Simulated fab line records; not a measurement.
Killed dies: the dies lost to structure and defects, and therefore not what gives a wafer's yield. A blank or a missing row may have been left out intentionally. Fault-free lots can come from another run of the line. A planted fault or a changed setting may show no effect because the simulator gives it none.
fab line records -- flow n5-finfet -- part 2 of 2: steps 5 to 6 of 6
[record] lots = 20, wafers = 60, last-day = 17
route steps=1938 shown BEOL_M0_SAQP@665 BEOL_M0_CUTY@711 BEOL_M0@721
lots that met no fault: from a run of the same line without faults
start-h: hours from the record's opening day to when the first of the lot's shown wafers began -- wait-h: hours elapsed since this lot's preceding step -- " the same as in the row above -- L1.1+2: a row that stands for several wafers -- - no value, or no start given -- * or withheld: withheld -- < > ~ a bound
route shown NAME@n: names a module that has steps shown in the file, with the first one's number in the route -- usual: mean/standard deviation taken from wafers without a fault -- same: alike in all rows -- chamber/n: place in a boat -- sites: the reading at each site -- _std_site: standard deviation of those values -- _edge_site: outer sites' mean less inner sites' -- radius-mm: how far each site lies from the wafer's centre -- mask NAME#n: copy n -- behind: tool/chamber where the wafer was last shaped -- hold: what put the lot on hold/how long, in hours/how the hold closed -- device: whichever transistor did not switch (one of n, p or np) -- end of line: the same wafers' tests at the end of the route -- where a step has no rows: the recipe by itself -- killed: count of dies lost to structure and defects at first sort (not the wafer's yield) -- map: shows each die of a wafer: x if killed, . if not, _ if none is there
set.NAME: the setting as run; set.NAME@STEP: as run at that earlier step -- model.NAME: the simulator's own value behind a step, which no gauge read
a sample of lots followed through the steps of the route, with each step as a table and each wafer as a row
services: the hour from which a tool's chamber was out of use, counted from the record's first day as start-h (under 0 if before that day), plus the number of hours and why
[[steps]]
[step N5_BEOL_M0_TRENCH_ETCH_107]
[recipe] chemistry = C4F6/O2, target-depth-a = 328, target = SiOC, time-s = 16.4, ion-energy-ev = 250, pressure-mtorr = 30, source-w = 355, bias-w = 185, Ar_flow_sccm = 300, C4F6_flow_sccm = 10, O2_flow_sccm = 10
[usual] bias-w = 184.9/0.55, drypump-motor-current-A = 5.6/0.53, oes_f_703_au = 0.82/0.081, oes-product-au = 0.82/0.087, rf-vpp-V = 664/6.7, showerhead-plenum-p-Torr = 2.86/0.076, throttle-valve-pct = 20.78/0.2
lot.wafer,tool,chamber,start-h,wait-h,bias-w,drypump-motor-current-A,oes_f_703_au,oes-product-au,rf-hours-counter-h,rf-vpp-V,showerhead-plenum-p-Torr,throttle-valve-pct
L075.1,rie-diel-04,1,121.51,0.0,184.9,5.5,0.75,0.73,180,659,2.82,20.90
L075.4,rie-diel-04,0,121.51,0.0,185.2,6.3,0.85,0.87,36,675,2.91,20.39
L075.5,rie-diel-04,2,121.51,0.0,185.0,5.1,0.94,0.94,-,667,2.91,20.59
L074.1,rie-diel-02,0,121.57,0.0,184.2,5.0,0.67,0.68,236,655,2.71,21.15
L074.3,rie-diel-02,2,121.57,0.0,185.5,4.9,0.82,0.82,85,659,2.86,20.95
L074.6,rie-diel-02,0,121.57,0.0,185.1,5.0,0.68,0.68,-,654,2.71,21.14
L076.2,rie-diel-02,1,124.45,0.0,185.7,6.7,0.97,0.97,6,653,2.79,20.60
L076.3,rie-diel-02,3,124.45,0.0,184.7,5.9,0.92,0.92,24,672,3.01,20.54
L076.6,rie-diel-02,0,124.45,0.0,185.3,5.0,0.67,0.67,-,657,2.71,21.14
L077.3,rie-diel-04,1,135.89,0.0,185.1,5.5,0.74,0.73,185,659,2.82,20.92
L077.4,rie-diel-04,2,135.89,0.0,185.3,5.2,0.93,0.94,28,664,2.91,20.62
L077.6,rie-diel-04,0,135.89,0.0,184.8,6.3,0.85,0.87,-,675,2.91,20.39
L078.1,rie-diel-04,0,143.64,0.0,185.1,6.2,0.85,0.86,43,675,2.91,20.40
L078.3,rie-diel-04,2,143.64,0.0,185.2,5.2,0.93,0.93,30,664,2.91,20.61
L078.5,rie-diel-04,3,143.64,0.0,184.8,5.5,0.81,0.80,-,672,2.88,20.90
L079.1,rie-diel-02,1,148.36,0.0,184.7,6.7,0.95,0.96,14,653,2.78,20.60
L079.5,rie-diel-02,1,148.36,0.0,184.4,6.7,0.95,0.97,-,655,2.78,20.60
L079.6,rie-diel-02,0,148.36,0.0,184.6,5.0,0.66,0.67,-,655,2.70,21.16
L080.1,rie-diel-02,1,154.21,0.0,184.5,6.7,0.94,0.95,16,653,2.78,20.60
L080.4,rie-diel-02,0,154.21,0.0,186.4,5.0,0.66,0.67,248,655,2.70,21.16
L080.6,rie-diel-02,1,154.21,0.0,184.5,6.7,0.94,0.95,-,656,2.78,20.62
L083.1,rie-diel-04,1,171.15,0.0,184.9,5.5,0.73,0.71,196,659,2.82,20.93
L083.2,rie-diel-04,3,171.15,0.0,185.4,5.5,0.79,0.80,110,672,2.87,20.89
L083.4,rie-diel-04,2,171.15,0.0,184.3,5.1,0.91,0.92,40,664,2.90,20.63
L084.1,rie-diel-04,1,174.15,0.0,185.4,5.5,0.73,0.72,198,659,2.81,20.94
L084.2,rie-diel-04,3,174.15,0.0,185.1,5.5,0.78,0.80,110,671,2.87,20.90
L084.3,rie-diel-04,2,174.15,0.0,186.0,5.1,0.91,0.91,41,664,2.90,20.64
L085.2,rie-diel-04,0,187.48,0.0,184.7,6.2,0.83,0.84,58,674,2.90,20.41
L085.3,rie-diel-04,1,187.48,0.0,185.7,5.5,0.72,0.71,202,658,2.81,20.93
L085.4,rie-diel-04,2,187.48,0.0,184.5,5.1,0.90,0.90,45,666,2.90,20.64
L086.2,rie-diel-06,0,195.40,0.0,184.8,5.8,0.72,0.71,211,661,2.82,20.85
L086.3,rie-diel-06,1,195.40,0.0,184.6,5.3,0.89,0.90,17,666,2.90,20.82
L086.5,rie-diel-06,2,195.40,0.0,184.3,6.1,0.83,0.85,-,665,2.79,20.84
L087.2,rie-diel-04,0,196.70,0.0,185.2,6.3,0.82,0.83,60,674,2.90,20.43
L087.3,rie-diel-04,1,196.70,0.0,185.2,5.5,0.73,0.71,204,660,2.81,20.95
L087.6,rie-diel-04,0,196.70,0.0,184.5,6.3,0.83,0.83,-,675,2.90,20.43
L088.1,rie-diel-02,0,199.78,0.0,185.0,5.0,0.92,0.93,8,665,3.04,20.80
L088.3,rie-diel-02,2,199.78,0.0,184.9,4.9,0.80,0.78,113,659,2.85,20.99
L088.4,rie-diel-02,3,199.78,0.0,185.4,5.9,0.88,0.88,50,674,3.00,20.59
L091.2,rie-diel-06,3,220.02,0.0,184.1,5.0,0.72,0.70,240,658,2.80,21.03
L091.5,rie-diel-06,3,220.02,0.0,184.9,5.0,0.71,0.70,-,658,2.80,21.03
L091.6,rie-diel-06,2,220.02,0.0,185.3,6.1,0.81,0.83,-,665,2.78,20.84
L092.1,rie-diel-04,2,227.87,0.0,185.4,5.1,0.89,0.88,59,664,2.89,20.65
L092.4,rie-diel-04,1,227.87,0.0,184.4,5.5,0.71,0.70,216,660,2.81,20.96
L092.6,rie-diel-04,0,227.87,0.0,185.5,6.2,0.80,0.82,-,675,2.90,20.46
L093.3,rie-diel-06,2,243.52,0.0,184.5,6.1,0.81,0.81,69,663,2.78,20.86
L093.4,rie-diel-06,0,243.52,0.0,185.5,5.8,0.70,0.70,-,661,2.81,20.89
L093.6,rie-diel-06,2,243.52,0.0,185.3,6.1,0.80,0.82,-,664,2.78,20.86
L095.1,rie-diel-06,2,249.96,0.0,183.7,6.1,0.80,0.82,73,664,2.77,20.85
L095.2,rie-diel-06,0,249.96,0.0,184.8,5.9,0.70,0.70,235,661,2.81,20.88
L095.4,rie-diel-06,1,249.96,0.0,185.0,5.3,0.85,0.86,-,666,2.89,20.87
L094.1,rie-diel-04,2,250.20,0.0,184.4,5.1,0.87,0.87,70,663,2.89,20.68
L094.2,rie-diel-04,0,250.20,0.0,185.7,6.2,0.80,0.80,83,673,2.89,20.45
L094.6,rie-diel-04,3,250.20,0.0,184.4,5.5,0.76,0.77,-,673,2.86,20.93
L096.2,rie-diel-02,1,253.67,0.0,184.1,6.7,0.89,0.90,42,654,2.77,20.66
L096.4,rie-diel-02,3,253.67,0.0,185.3,5.9,0.86,0.87,59,674,3.00,20.60
L096.5,rie-diel-02,0,253.67,0.0,185.7,5.0,0.89,0.91,-,665,3.03,20.81
L097.1,rie-diel-04,0,254.95,0.0,184.1,6.3,0.80,0.82,85,675,2.89,20.47
L097.2,rie-diel-04,3,254.95,0.0,185.2,5.5,0.76,0.76,141,673,2.86,20.93
L097.5,rie-diel-04,2,254.95,0.0,185.2,5.1,0.86,0.87,-,664,2.89,20.67
[step N5_BEOL_M0_ANNEAL_133]
[recipe] temp-c = 400, time-s = 60, ambient = vacuum
[usual] heater-power-w = 850/110, susceptor_temp_C_max = 401.0/0.45
lot.wafer,tool,chamber,start-h,wait-h,heater-power-w,susceptor_temp_C_max
L075.1,pvd-sputter-01,-,122.68,0.0,868,400.8
L075.4,pvd-sputter-01,-,122.68,0.0,915,401.6
L075.5,pvd-sputter-01,-,122.68,0.0,910,401.4
L074.1,pvd-sputter-03,-,124.66,0.0,749,401.7
L074.3,pvd-sputter-03,-,124.66,0.0,813,401.2
L074.6,pvd-sputter-03,-,124.66,0.0,866,400.4
L076.2,pvd-sputter-03,-,126.26,0.0,718,400.7
L076.3,pvd-sputter-03,-,126.26,0.0,885,401.1
L076.6,pvd-sputter-03,-,126.26,0.0,705,401.6
L077.3,pvd-sputter-01,-,138.99,0.0,924,401.2
L077.4,pvd-sputter-01,-,138.99,0.0,865,401.2
L077.6,pvd-sputter-01,-,138.99,0.0,786,401.1
L078.1,pvd-sputter-02,-,145.71,0.0,785,400.6
L078.3,pvd-sputter-02,-,145.71,0.0,711,400.7
L078.5,pvd-sputter-02,-,145.71,0.0,972,401.1
L079.1,pvd-sputter-02,-,150.35,0.0,789,400.9
L079.5,pvd-sputter-02,-,150.35,0.0,797,401.2
L079.6,pvd-sputter-02,-,150.35,0.0,709,400.7
L080.1,pvd-sputter-02,-,156.60,0.0,979,401.2
L080.4,pvd-sputter-02,-,156.60,0.0,715,400.9
L080.6,pvd-sputter-02,-,156.60,0.0,785,400.7
L083.1,pvd-sputter-02,-,173.20,0.0,1082,402.4
L083.2,pvd-sputter-02,-,173.20,0.0,984,401.6
L083.4,pvd-sputter-02,-,173.20,0.0,691,400.2
L084.1,pvd-sputter-02,-,176.93,0.0,777,400.4
L084.2,pvd-sputter-02,-,176.93,0.0,1048,401.6
L084.3,pvd-sputter-02,-,176.93,0.0,693,400.6
L085.2,pvd-sputter-01,-,190.56,0.0,864,400.6
L085.3,pvd-sputter-01,-,190.56,0.0,984,401.2
L085.4,pvd-sputter-01,-,190.56,0.0,917,401.6
L086.2,pvd-sputter-03,-,197.27,0.0,722,401.7
L086.3,pvd-sputter-03,-,197.27,0.0,744,400.9
L086.5,pvd-sputter-03,-,197.27,0.0,726,401.0
L087.2,pvd-sputter-01,-,199.75,0.1,988,401.1
L087.3,pvd-sputter-01,-,199.75,0.1,866,400.8
L087.6,pvd-sputter-01,-,199.75,0.1,795,400.8
L088.1,pvd-sputter-02,-,202.71,0.0,1041,401.8
L088.3,pvd-sputter-02,-,202.71,0.0,771,400.9
L088.4,pvd-sputter-02,-,202.71,0.0,1003,401.1
L091.2,pvd-sputter-01,-,221.56,0.0,777,401.0
L091.5,pvd-sputter-01,-,221.56,0.0,792,401.3
L091.6,pvd-sputter-01,-,221.56,0.0,868,400.7
L092.1,pvd-sputter-02,-,229.79,0.0,693,400.8
L092.4,pvd-sputter-02,-,229.79,0.0,987,401.2
L092.6,pvd-sputter-02,-,229.79,0.0,694,401.0
L093.3,pvd-sputter-03,-,247.80,0.0,830,401.1
L093.4,pvd-sputter-03,-,247.80,0.0,907,400.7
L093.6,pvd-sputter-03,-,247.80,0.0,748,401.4
L095.1,pvd-sputter-03,-,251.47,0.0,773,401.4
L095.2,pvd-sputter-03,-,251.47,0.0,719,400.8
L095.4,pvd-sputter-03,-,251.47,0.0,865,400.7
L094.1,pvd-sputter-01,-,253.12,0.0,988,401.3
L094.2,pvd-sputter-01,-,253.12,0.0,911,401.5
L094.6,pvd-sputter-01,-,253.12,0.0,940,401.8
L096.2,pvd-sputter-02,-,255.54,0.0,688,400.6
L096.4,pvd-sputter-02,-,255.54,0.0,1072,401.6
L096.5,pvd-sputter-02,-,255.54,0.0,796,401.0
L097.1,pvd-sputter-02,-,256.53,0.0,706,400.5
L097.2,pvd-sputter-02,-,256.53,0.0,1008,401.3
L097.5,pvd-sputter-02,-,256.53,0.0,785,400.3
[[services]]
tool,chamber,start-h,hours,kind
ald-sin-04,0,102.95,12.7,repair
rie-diel-05,0,106.62,15.8,repair
rie-diel-04,1,107.47,3.4,repair
rie-si-06,-,108.43,0.6,repair
pvd-sputter-03,-,118.23,5.8,repair
rie-diel-01,0,123.95,6.4,repair
rie-diel-06,-,153.59,1.2,repair
pvd-sputter-01,-,164.86,1.5,repair
rie-diel-06,1,175.24,16.7,repair
ald-sin-01,-,178.65,14.0,pm
ald-sin-04,0,179.12,45.6,repair
rie-si-05,0,181.00,14.2,repair
pvd-sputter-02,-,187.05,3.7,repair
rie-si-02,-,190.58,0.6,repair
rie-diel-02,3,196.56,2.4,repair
ald-sin-01,-,208.46,4.3,pm
rie-diel-02,-,217.41,0.9,repair
rie-si-06,-,221.06,2.8,pm
rie-si-02,-,221.59,2.8,pm
rie-diel-02,-,221.67,28.1,pm
rie-si-05,-,225.19,0.2,repair
rie-diel-01,-,232.90,2.8,pm
rie-diel-05,-,255.94,4.4,repair
ald-sin-04,2,256.42,14.1,repair
